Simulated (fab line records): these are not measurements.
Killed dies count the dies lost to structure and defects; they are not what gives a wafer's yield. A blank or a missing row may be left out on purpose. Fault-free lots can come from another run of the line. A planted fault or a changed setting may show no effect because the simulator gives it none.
Chamber matching || flow n5Finfet || 3 sister chambers for N5_FIN_SAQP_PECVD_06 on pecvd-04
The step deposits a-Si from SiH4/He, target thk 60 nm, time 48.1 s. 18 wafers are shown with their chamber, then 9 later ones without.

EACH WAFER AND ITS CHAMBER
{"wafer": "L074.2", "chamber": 0, "showerheadPlenumPTorr (Torr)": 5.64, "throttleValvePct (%)": 18.6, "heaterPowerW (W)": 755}
{"wafer": "L074.3", "chamber": 1, "showerheadPlenumPTorr (Torr)": 5.67, "throttleValvePct (%)": 18.4, "heaterPowerW (W)": 897}
{"wafer": "L074.6", "chamber": 0, "showerheadPlenumPTorr (Torr)": 5.65, "throttleValvePct (%)": 18.7, "heaterPowerW (W)": 760}
{"wafer": "L076.1", "chamber": 2, "showerheadPlenumPTorr (Torr)": 5.61, "throttleValvePct (%)": 17.8, "heaterPowerW (W)": 937}
{"wafer": "L076.3", "chamber": 0, "showerheadPlenumPTorr (Torr)": 5.64, "throttleValvePct (%)": 18.8, "heaterPowerW (W)": 826}
{"wafer": "L076.4", "chamber": 0, "showerheadPlenumPTorr (Torr)": 5.64, "throttleValvePct (%)": 18.9, "heaterPowerW (W)": 805}
{"wafer": "L078.1", "chamber": 0, "showerheadPlenumPTorr (Torr)": 5.66, "throttleValvePct (%)": 18.7, "heaterPowerW (W)": 796}
{"wafer": "L078.2", "chamber": 2, "showerheadPlenumPTorr (Torr)": 5.60, "throttleValvePct (%)": 18.3, "heaterPowerW (W)": 956}
{"wafer": "L078.5", "chamber": 0, "showerheadPlenumPTorr (Torr)": 5.66, "throttleValvePct (%)": 18.7, "heaterPowerW (W)": 820}
{"wafer": "L082.3", "chamber": 2, "showerheadPlenumPTorr (Torr)": 5.60, "throttleValvePct (%)": 18.0, "heaterPowerW (W)": 951}
{"wafer": "L082.4", "chamber": 0, "showerheadPlenumPTorr (Torr)": 5.66, "throttleValvePct (%)": 18.7, "heaterPowerW (W)": 810}
{"wafer": "L082.5", "chamber": 2, "showerheadPlenumPTorr (Torr)": 5.61, "throttleValvePct (%)": 18.2, "heaterPowerW (W)": 932}
{"wafer": "L084.2", "chamber": 2, "showerheadPlenumPTorr (Torr)": 5.60, "throttleValvePct (%)": 18.2, "heaterPowerW (W)": 885}
{"wafer": "L084.5", "chamber": 0, "showerheadPlenumPTorr (Torr)": 5.65, "throttleValvePct (%)": 19.0, "heaterPowerW (W)": 757}
{"wafer": "L084.6", "chamber": 2, "showerheadPlenumPTorr (Torr)": 5.61, "throttleValvePct (%)": 18.0, "heaterPowerW (W)": 876}
{"wafer": "L086.1", "chamber": 1, "showerheadPlenumPTorr (Torr)": 5.65, "throttleValvePct (%)": 18.4, "heaterPowerW (W)": 871}
{"wafer": "L086.3", "chamber": 2, "showerheadPlenumPTorr (Torr)": 5.60, "throttleValvePct (%)": 18.0, "heaterPowerW (W)": 884}
{"wafer": "L086.5", "chamber": 0, "showerheadPlenumPTorr (Torr)": 5.65, "throttleValvePct (%)": 18.9, "heaterPowerW (W)": 827}

SIGNATURES, as means of the wafers listed above
{"reading": "showerheadPlenumPTorr", "chamber 0": 5.6500, "chamber 1": 5.6600, "chamber 2": 5.6043, "scatter within a chamber": 0.00805}
{"reading": "throttleValvePct", "chamber 0": 18.778, "chamber 1": 18.400, "chamber 2": 18.071, "scatter within a chamber": 0.144}
{"reading": "heaterPowerW", "chamber 0": 795.11, "chamber 1": 884.00, "chamber 2": 917.29, "scatter within a chamber": 31.2}
Rule: for each reading, subtract the chamber's mean from the wafer's reading, divide by that reading's scatter and square the result; add these up over the readings and take the root, which gives the wafer's distance from the chamber. The wafer belongs to the nearest chamber; if the next one is less than 2 further off, it can't be placed. The scatter is the square root of a quotient: the sum, over the shown wafers, of each reading's squared deviation from its chamber's mean, divided by wafers minus chambers.

WAFERS WITH NO CHAMBER GIVEN
{"wafer": "L089.1", "showerheadPlenumPTorr (Torr)": 5.65, "throttleValvePct (%)": 18.5, "heaterPowerW (W)": 832}
{"wafer": "L089.2", "showerheadPlenumPTorr (Torr)": 5.60, "throttleValvePct (%)": 18.1, "heaterPowerW (W)": 910}
{"wafer": "L089.3", "showerheadPlenumPTorr (Torr)": 5.66, "throttleValvePct (%)": 18.6, "heaterPowerW (W)": 795}
{"wafer": "L089.4", "showerheadPlenumPTorr (Torr)": 5.66, "throttleValvePct (%)": 18.6, "heaterPowerW (W)": 823}
{"wafer": "L089.5", "showerheadPlenumPTorr (Torr)": 5.60, "throttleValvePct (%)": 17.9, "heaterPowerW (W)": 905}
{"wafer": "L089.6", "showerheadPlenumPTorr (Torr)": 5.64, "throttleValvePct (%)": 18.5, "heaterPowerW (W)": 811}
{"wafer": "L095.2", "showerheadPlenumPTorr (Torr)": 5.60, "throttleValvePct (%)": 18.3, "heaterPowerW (W)": 855}
{"wafer": "L095.4", "showerheadPlenumPTorr (Torr)": 5.66, "throttleValvePct (%)": 18.9, "heaterPowerW (W)": 809}
{"wafer": "L095.6", "showerheadPlenumPTorr (Torr)": 5.68, "throttleValvePct (%)": 18.8, "heaterPowerW (W)": 916}

CHAMBER TAKEN BY EACH
{"wafer": "L089.1", "from the rows above": "can't be placed: 1 or 0", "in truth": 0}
{"wafer": "L089.2", "from the rows above": 2, "in truth": 2}
{"wafer": "L089.3", "from the rows above": "can't be placed: 0 or 1", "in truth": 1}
{"wafer": "L089.4", "from the rows above": "can't be placed: 0 or 1", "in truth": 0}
{"wafer": "L089.5", "from the rows above": 2, "in truth": 2}
{"wafer": "L089.6", "from the rows above": "can't be placed: 0 or 1", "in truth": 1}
{"wafer": "L095.2", "from the rows above": 2, "in truth": 2}
{"wafer": "L095.4", "from the rows above": 0, "in truth": 0}
{"wafer": "L095.6", "from the rows above": "can't be placed: 1 or 0", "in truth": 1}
Correctly placed: 4 of 9. Not placeable from these rows: 5 (in 5, the candidates include the true chamber). 0 placed wrongly.
